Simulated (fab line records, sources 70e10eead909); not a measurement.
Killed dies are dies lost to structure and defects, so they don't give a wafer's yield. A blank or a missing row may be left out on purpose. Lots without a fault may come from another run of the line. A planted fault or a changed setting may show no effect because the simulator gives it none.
Chamber matching | flow nand_harc | NHARC_P_CONTACT_CMP_24 on cmp-04: 4 sister chambers
The step polishes, t overpolish 30 s, target thk 200 nm. 14 wafers are shown with their chamber, then 7 later ones without.

WAFERS WITH THEIR CHAMBER
wafer  | chamber | motor_current_A (A) | edge_zone_pressure_frac | time_to_endpoint_s (s)
L074.2 | 1       | 12.5                | 0.998                   | 37.9
L074.3 | 0       | 11.2                | 1.001                   | 40.4
L074.5 | 1       | 12.2                | 0.999                   | 34.5
L081.3 | 2       | 13.9                | 0.993                   | 40.6
L081.5 | 1       | 12.6                | 1.000                   | 37.0
L081.6 | 0       | 11.6                | 1.002                   | 43.2
L085.1 | 2       | 13.2                | 0.990                   | 41.3
L085.3 | 3       | 9.8                 | 0.994                   | 44.4
L085.6 | 1       | 12.7                | 1.003                   | 38.3
L090.2 | 3       | 10.6                | 1.000                   | 40.2
L090.4 | 2       | 14.2                | 0.993                   | 38.4
L090.5 | 0       | 12.0                | 1.003                   | 38.7
L093.1 | 1       | 13.2                | 1.002                   | 35.0
L093.3 | 3       | 10.5                | 1.003                   | 40.9

SIGNATURES (means of the wafers above)
reading                 | chamber 0 | chamber 1 | chamber 2 | chamber 3 | scatter within a chamber
motor_current_A         | 11.600    | 12.640    | 13.767    | 10.300    | 0.419
edge_zone_pressure_frac | 1.00200   | 1.00040   | 0.99200   | 0.99900   | 0.00259
time_to_endpoint_s      | 40.767    | 36.540    | 40.100    | 41.833    | 1.92
Rule: a wafer's distance from a chamber is the root of the sum, over the readings, of the square of ((its reading less the chamber's mean) divided by the reading's scatter). The wafer belongs to the nearest chamber; if the next one is less than 2 further off, it can't be placed. The scatter: the root of (the sum of the squares of (reading less its chamber's mean) over the shown wafers, divided by (wafers less chambers)).

WAFERS WITHOUT THEIR CHAMBER
wafer  | motor_current_A (A) | edge_zone_pressure_frac | time_to_endpoint_s (s)
L093.4 | 14.1                | 0.997                   | 37.5
L095.4 | 14.3                | 1.009                   | 41.4
L095.5 | 14.1                | 0.998                   | 41.4
L095.6 | 10.1                | 0.996                   | 43.0
L096.2 | 13.7                | 1.002                   | 42.2
L096.3 | 11.7                | 1.004                   | 40.8
L096.6 | 10.2                | 1.010                   | 42.7

WHICH CHAMBER EACH WENT THROUGH
wafer  | from the rows above          | in truth
L093.4 | can't be placed: 2 or 1      | 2
L095.4 | can't be placed: 1 or 2 or 0 | 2
L095.5 | can't be placed: 2 or 1      | 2
L095.6 | 3                            | 3
L096.2 | can't be placed: 1 or 2 or 0 | 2
L096.3 | 0                            | 0
L096.6 | can't be placed: 3 or 0      | 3
Placed correctly: 2 of 7. Can't be placed from these rows: 5 (the true chamber is among the candidates in 5). Placed wrongly: 0.
